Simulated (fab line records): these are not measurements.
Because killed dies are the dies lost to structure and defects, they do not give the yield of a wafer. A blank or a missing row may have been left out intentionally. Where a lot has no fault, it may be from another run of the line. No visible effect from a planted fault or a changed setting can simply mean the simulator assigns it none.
Matching of chambers || flow n5Finfet || aldSin-03 running N5_BEOL_M0_SAQP_SPACER2_ALD_26: 4 sister chambers
The step deposits SiO2, target thk 15 nm, pulse time 1 s, purge time 2 s. 8 wafers are shown with their chamber, then 9 later ones without.

== WAFERS PAIRED WITH THEIR CHAMBERS ==
{"wafer": "L079.1", "chamber": 0, "heaterPowerW (W)": 455, "precursorPulseHeightRel": 1.000}
{"wafer": "L081.2", "chamber": 0, "heaterPowerW (W)": 455, "precursorPulseHeightRel": 1.020}
{"wafer": "L083.2", "chamber": 1, "heaterPowerW (W)": 419, "precursorPulseHeightRel": 0.987}
{"wafer": "L083.3", "chamber": 2, "heaterPowerW (W)": 604, "precursorPulseHeightRel": 1.000}
{"wafer": "L083.4", "chamber": 3, "heaterPowerW (W)": 466, "precursorPulseHeightRel": 0.986}
{"wafer": "L084.1", "chamber": 2, "heaterPowerW (W)": 589, "precursorPulseHeightRel": 0.999}
{"wafer": "L084.2", "chamber": 3, "heaterPowerW (W)": 467, "precursorPulseHeightRel": 1.016}
{"wafer": "L084.3", "chamber": 1, "heaterPowerW (W)": 411, "precursorPulseHeightRel": 0.986}

== WAFERS MISSING THEIR CHAMBER ==
{"wafer": "L084.4", "heaterPowerW (W)": 450, "precursorPulseHeightRel": 0.996}
{"wafer": "L084.5", "heaterPowerW (W)": 471, "precursorPulseHeightRel": 0.988}
{"wafer": "L084.6", "heaterPowerW (W)": 446, "precursorPulseHeightRel": 1.017}
{"wafer": "L092.1", "heaterPowerW (W)": 451, "precursorPulseHeightRel": 1.006}
{"wafer": "L092.2", "heaterPowerW (W)": 591, "precursorPulseHeightRel": 0.974}
{"wafer": "L092.5", "heaterPowerW (W)": 455, "precursorPulseHeightRel": 1.032}
{"wafer": "L093.1", "heaterPowerW (W)": 599, "precursorPulseHeightRel": 1.007}
{"wafer": "L093.4", "heaterPowerW (W)": 460, "precursorPulseHeightRel": 0.959}
{"wafer": "L093.5", "heaterPowerW (W)": 473, "precursorPulseHeightRel": 1.030}

== CHAMBER TAKEN BY EACH ==
{"wafer": "L084.4", "from the rows above": "can't be placed: 0 or 3", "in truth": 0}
{"wafer": "L084.5", "from the rows above": "can't be placed: 3 or 0", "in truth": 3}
{"wafer": "L084.6", "from the rows above": 0, "in truth": 0}
{"wafer": "L092.1", "from the rows above": "can't be placed: 0 or 3", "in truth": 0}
{"wafer": "L092.2", "from the rows above": 2, "in truth": 2}
{"wafer": "L092.5", "from the rows above": "can't be placed: 0 or 3", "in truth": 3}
{"wafer": "L093.1", "from the rows above": 2, "in truth": 2}
{"wafer": "L093.4", "from the rows above": "can't be placed: 3 or 0", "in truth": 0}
{"wafer": "L093.5", "from the rows above": "can't be placed: 3 or 0", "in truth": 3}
Placed correctly: 3 of 9. From these rows, 6 cannot be placed; in 6 the true chamber is one of the candidates. Placed wrongly: 0.
How it was worked out, from the rows above alone: a wafer's distance from a chamber is the root of the sum, over the readings, of the square of ((its reading less the chamber's mean) divided by the reading's scatter). If the next closest chamber is less than 2 further off than the closest, the wafer can't be placed; otherwise it belongs to the closest. Each chamber's mean is taken over the wafers shown for it. The scatter: take each reading less its chamber's mean, square it, sum over the shown wafers, divide by the number of wafers less the number of chambers, and take the root.
